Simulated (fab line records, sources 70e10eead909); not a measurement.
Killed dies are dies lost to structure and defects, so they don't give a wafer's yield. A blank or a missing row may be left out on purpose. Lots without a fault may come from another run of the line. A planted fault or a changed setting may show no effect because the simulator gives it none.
Chamber matching | flow nand_harc | NHARC_P_ZERO_WELL_ETCH_63 on rie_si-03: 4 sister chambers
The step etches the open film in HBr/Cl2, target depth 120 nm, time 40.1 s. 8 wafers are shown with their chamber, then 12 later ones without.

WAFERS WITH THEIR CHAMBER
wafer  | chamber | drypump_motor_current_A (A) | oes_product_au (a.u.)
L079.4 | 2       | 5.2                         | 1.001
L079.5 | 0       | 5.7                         | 0.992
L080.3 | 1       | 5.7                         | 0.991
L080.6 | 1       | 5.7                         | 0.986
L082.1 | 0       | 5.7                         | 1.013
L083.1 | 2       | 5.2                         | 0.996
L083.2 | 3       | 6.2                         | 1.022
L083.6 | 3       | 6.1                         | 1.023

WAFERS WITHOUT THEIR CHAMBER
wafer  | drypump_motor_current_A (A) | oes_product_au (a.u.)
L086.1 | 6.1                         | 1.034
L086.2 | 5.7                         | 0.977
L086.5 | 5.7                         | 0.962
L092.1 | 5.7                         | 0.978
L092.2 | 5.7                         | 1.002
L092.4 | 5.2                         | 0.995
L095.1 | 5.7                         | 1.013
L095.3 | 6.2                         | 1.018
L095.4 | 5.7                         | 0.998
L096.1 | 5.7                         | 1.021
L096.2 | 5.7                         | 0.993
L096.3 | 5.2                         | 1.008

WHICH CHAMBER EACH WENT THROUGH
wafer  | from the rows above     | in truth
L086.1 | 3                       | 3
L086.2 | can't be placed: 1 or 0 | 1
L086.5 | can't be placed: 1 or 0 | 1
L092.1 | can't be placed: 1 or 0 | 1
L092.2 | can't be placed: 0 or 1 | 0
L092.4 | 2                       | 2
L095.1 | can't be placed: 0 or 1 | 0
L095.3 | 3                       | 3
L095.4 | can't be placed: 0 or 1 | 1
L096.1 | can't be placed: 0 or 1 | 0
L096.2 | can't be placed: 1 or 0 | 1
L096.3 | 2                       | 2
Placed correctly: 4 of 12. Can't be placed from these rows: 8 (the true chamber is among the candidates in 8). Placed wrongly: 0.
How it was worked out, from the rows above alone: a wafer's distance from a chamber is the root of the sum, over the readings, of the square of ((its reading less the chamber's mean) divided by the reading's scatter). The wafer belongs to the nearest chamber; if the next one is less than 2 further off, it can't be placed. A chamber's mean is the mean of its shown wafers. The scatter: the root of (the sum of the squares of (reading less its chamber's mean) over the shown wafers, divided by (wafers less chambers)).
